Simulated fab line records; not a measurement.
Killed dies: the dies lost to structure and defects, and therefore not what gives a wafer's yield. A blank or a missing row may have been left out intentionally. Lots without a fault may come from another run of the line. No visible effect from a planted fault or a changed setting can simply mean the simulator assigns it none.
Chamber matching | flow n5_finfet | N5_FIN_SAQP_HM_DEP_03 on pecvd-03: 3 sister chambers
The step deposits SiNx from SiH4/NH3/N2, target thk 38 nm, time 33.6 s. 20 wafers are shown with their chamber, then 10 later ones without.

== WAFERS PAIRED WITH THEIR CHAMBERS ==
wafer  | chamber | showerhead_plenum_p_Torr (Torr) | throttle_valve_pct (%) | heater_power_w (W)
L076.2 | 1       | 5.17                            | 39.8                   | 747
L076.3 | 0       | 5.06                            | 41.4                   | 744
L076.6 | 1       | 5.18                            | 39.7                   | 754
L077.3 | 1       | 5.16                            | 39.8                   | 725
L077.4 | 1       | 5.18                            | 39.8                   | 709
L077.6 | 2       | 5.26                            | 38.6                   | 743
L078.1 | 0       | 5.05                            | 41.2                   | 791
L078.3 | 1       | 5.16                            | 39.5                   | 788
L078.5 | 0       | 5.05                            | 41.5                   | 633
L081.4 | 2       | 5.26                            | 38.6                   | 858
L081.5 | 2       | 5.25                            | 38.8                   | 832
L081.6 | 0       | 5.06                            | 41.4                   | 749
L082.2 | 0       | 5.06                            | 41.3                   | 795
L082.3 | 2       | 5.25                            | 38.8                   | 799
L082.6 | 0       | 5.06                            | 41.4                   | 796
L085.2 | 2       | 5.26                            | 38.8                   | 766
L085.3 | 1       | 5.17                            | 39.6                   | 694
L085.4 | 2       | 5.25                            | 38.6                   | 734
L086.2 | 1       | 5.18                            | 39.8                   | 737
L086.3 | 0       | 5.06                            | 41.4                   | 721

SIGNATURES, as means of the wafers listed above
reading                  | chamber 0 | chamber 1 | chamber 2 | scatter within a chamber
showerhead_plenum_p_Torr | 5.0571    | 5.1714    | 5.2550    | 0.00677
throttle_valve_pct       | 41.371    | 39.714    | 38.700    | 0.109
heater_power_w           | 747.00    | 736.29    | 788.67    | 47.6
Rule: for each reading, subtract the chamber's mean from the wafer's reading, divide by that reading's scatter and square the result; add these up over the readings and take the root, which gives the wafer's distance from the chamber. If the next closest chamber is less than 2 further off than the closest, the wafer can't be placed; otherwise it belongs to the closest. The scatter: take each reading less its chamber's mean, square it, sum over the shown wafers, divide by the number of wafers less the number of chambers, and take the root.

== WAFERS WITH NO CHAMBER GIVEN ==
wafer  | showerhead_plenum_p_Torr (Torr) | throttle_valve_pct (%) | heater_power_w (W)
L086.5 | 5.18                            | 39.6                   | 743
L090.2 | 5.26                            | 38.7                   | 802
L090.5 | 5.26                            | 38.8                   | 814
L090.6 | 5.16                            | 39.8                   | 765
L091.2 | 5.24                            | 38.9                   | 869
L091.5 | 5.06                            | 42.0                   | 771
L091.6 | 5.24                            | 38.8                   | 839
L093.3 | 5.03                            | 41.6                   | 646
L093.4 | 5.18                            | 39.8                   | 680
L093.6 | 5.04                            | 41.5                   | 651

== WHICH CHAMBER EACH ONE RAN IN ==
wafer  | from the rows above | in truth
L086.5 | 1                   | 1
L090.2 | 2                   | 2
L090.5 | 2                   | 2
L090.6 | 1                   | 1
L091.2 | 2                   | 2
L091.5 | 0                   | 0
L091.6 | 2                   | 2
L093.3 | 0                   | 0
L093.4 | 1                   | 1
L093.6 | 0                   | 0
Correct placement for 10 of the 10. Can't be placed from these rows: 0. Placed wrongly: 0.
